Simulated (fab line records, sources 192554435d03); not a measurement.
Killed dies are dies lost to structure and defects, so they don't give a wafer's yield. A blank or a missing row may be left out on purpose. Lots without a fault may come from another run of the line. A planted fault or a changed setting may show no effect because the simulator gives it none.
One fault seen from 2 desks | flow n5_finfet | each desk has only its own numbers; what lay behind them comes last

THE METROLOGY DESK
What the gauges read, lot by lot, whatever tool the lot ran on: means of the sampled wafers that have a number. A lot is out of limits, marked OUT, if its mean lies more than 4 standard deviations from the usual mean; the brackets give that distance.
Columns: A = M10_OVL at N5_BEOL_M10_OVL_MEAS_12, usual -0.3 nm
lot  | first seen here | A
L812 | day 10 03:25    | -0.4
L813 | day 10 09:59    | -0.3
L815 | day 10 20:36    | -0.1
L818 | day 11 08:44    | -0.6
L819 | day 12 00:17    | -0.3
L826 | day 13 17:25    | 0.5
L827 | day 13 23:40    | -1.4
L831 | day 14 08:52    | -0.8
L829 | day 14 09:07    | -0.5
L830 | day 14 16:01    | -1.1
L828 | day 15 00:27    | 0.1
L834 | day 16 04:55    | -0.5
This desk's finding: nothing out of limits on any of the 12 lots.

THE TOOL OWNER'S DESK: arfi_scanner-01
The tool's own readings at N5_BEOL_M10_EXPOSE_08 (exposes mask M10): means of the sampled wafers that have a number, for each lot that ran on this tool. A lot is out of limits, marked OUT, if its mean lies more than 4 standard deviations from the usual mean; the brackets give that distance.
Columns: A = exposure_dose_mJ_cm2 at N5_BEOL_M10_EXPOSE_08, usual 53.71
lot  | first seen here | A
L818 | day 11 08:35    | 52.37 (-26) OUT
L819 | day 12 00:08    | 52.63 (-21) OUT
This desk's finding: out of limits on L818, L819; first on L818, day 11 08:35 (exposure_dose_mJ_cm2 at N5_BEOL_M10_EXPOSE_08). In limits: none.

PUT TOGETHER
The tool owner's desk could have raised an alarm at day 11 08:35, on L818, L819.
The metrology desk saw nothing out of limits.
The metrology desk has L818, L819 on record, within its limits.
Of the lots named, all ran N5_BEOL_M10_EXPOSE_08 on arfi_scanner-01.

WHAT THE SIMULATOR HAD PUT IN
Process parameter drift: arfi_scanner-01, from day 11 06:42 on, at N5_BEOL_M10_EXPOSE_08. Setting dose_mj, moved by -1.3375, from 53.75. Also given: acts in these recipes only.
Lots struck among those shown: L818, L819.
Hours from the fault's start to each desk's first reading out of limits: the tool owner's desk, 2.
